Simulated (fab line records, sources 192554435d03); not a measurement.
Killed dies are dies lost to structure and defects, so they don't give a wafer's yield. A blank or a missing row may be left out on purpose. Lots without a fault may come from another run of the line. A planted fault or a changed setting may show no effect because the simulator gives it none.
Problem report in the 8D (eight disciplines) form, filled by code | flow n5_finfet | the parts of the form that need people (team, actions taken, sign-off) are left out

1. THE PROBLEM
killed_at_M4_up at N5_PASSIVATION_PROBE_49 reads a mean of 131 on 2 wafers of 2 lots; wafers without a fault read 14 with a standard deviation of 6.4. That is +18 standard deviations from the usual mean.
First seen on wafer L627.6, day 17 11:22, on prober-02. The record holds 16 wafers of 6 lots with a number at this step. Rule for "out", or "out of limits": more than 4 standard deviations from the usual mean. The other wafers with a number count as sound.

2. WHAT IT IS AND WHAT IT IS NOT
question                    | is                                                                                      | is not
which readings at this step | killed_at_M4_up, defect_limited_yield, killed_dies, sort_bin_5_function, sort_yield_pct | killed_at_M0_to_M3, killed_at_contacts, killed_at_front_end, killed_at_other, killed_open, killed_short, sort_bin_4_leakage, sort_bin_6_memory, sort_bin_8_speed
which lots                  | L627, L629                                                                              | L612, L621, L623, L632
which wafers of those lots  | L627.6, L629.5                                                                          | L629.3, L629.4
read on which tools         | prober-01, prober-02                                                                    | -
when                        | from day 17 11:22                                                                       | up to then (9 sound wafers); but 5 sound wafers of L629, L632 came after

3. SUSPECTS, AND WHAT RULES EACH OUT
Counting: a tool at a process step up to the reading stays a suspect if it ran every lot that is out. Sound lots after the first of them don't rule it out here, since some wafers of a struck lot are sound.
- rie_diel-05 at N5_BEOL_M4_STRIP_36 (strips in N2/H2): kept. It ran every lot that is out, first L627 (day 12 17:37).
- ald_metal-04 at N5_BEOL_M4_ALD_84 (deposits TaN, pulse time 2 s, purge time 3 s, co reactant purge time 2 s): kept. It ran every lot that is out, first L627 (day 12 18:08); its last sound lot up to then is L623 (day 11 00:08).
- Within rie_diel-05 at N5_BEOL_M4_STRIP_36: the wafers that are out ran in chamber 2; their sound lot-mates ran in chambers 1, 3.
- Within ald_metal-04 at N5_BEOL_M4_ALD_84: the wafers that are out ran in chamber 1; their sound lot-mates ran in chambers 0, 3.
Left after counting: rie_diel-05 at N5_BEOL_M4_STRIP_36, ald_metal-04 at N5_BEOL_M4_ALD_84.

4. THE CAUSE (what the simulator had put in)
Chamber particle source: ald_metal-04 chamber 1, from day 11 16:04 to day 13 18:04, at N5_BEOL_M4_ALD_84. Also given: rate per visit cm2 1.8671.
Counting left 2 suspects, and this tool is among them.

5. THE CHAIN OF EFFECTS, in route order
Each row: a reading whose mean over the struck wafers that have a number lies more than 3 standard deviations from the usual. Only readings for which the record gives a usual standard deviation are gone through. hours: the time from each lot's start at the first step in this table that gives one to its start at this step, as a median over the lots. sigmas: the change in usual standard deviations.
hours | step                    | reading              | usual  | on struck wafers | change | sigmas
0     | N5_PASSIVATION_PROBE_49 | defect_limited_yield | 91.3 % | 83.5             | -7.8   | -4.6
0     | N5_PASSIVATION_PROBE_49 | killed_at_M4_up      | 14     | 131              | +117   | +18
0     | N5_PASSIVATION_PROBE_49 | killed_dies          | 103    | 195              | +92    | +4.6
0     | N5_PASSIVATION_PROBE_49 | killed_on_rim        | 13     | 27               | +14    | +3.5
0     | N5_PASSIVATION_PROBE_49 | sort_bin_5_function  | 5.1 %  | 10.2             | +5.1   | +4.6
0     | N5_PASSIVATION_PROBE_49 | sort_n_pass          | 1077   | 985              | -92    | -4.4
0     | N5_PASSIVATION_PROBE_49 | sort_yield_pct       | 91.2 % | 83.5             | -7.8   | -4.6
The process steps in it:
- N5_PASSIVATION_PROBE_49

6. WHAT WOULD HAVE CAUGHT IT SOONER
In this record the first reading out of limits was taken at day 17 11:22, 139 hours after the fault began at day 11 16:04.
Of the tool readings at N5_BEOL_M4_ALD_84 for which the record gives a usual standard deviation, none was out on any struck wafer, so an alarm limit of 4 standard deviations on them would not have fired.
All the lots that are out (2) had begun N5_BEOL_M4_ALD_84 on ald_metal-04 by day 17 11:22. A hold on the tool at that time would have spared none of them.
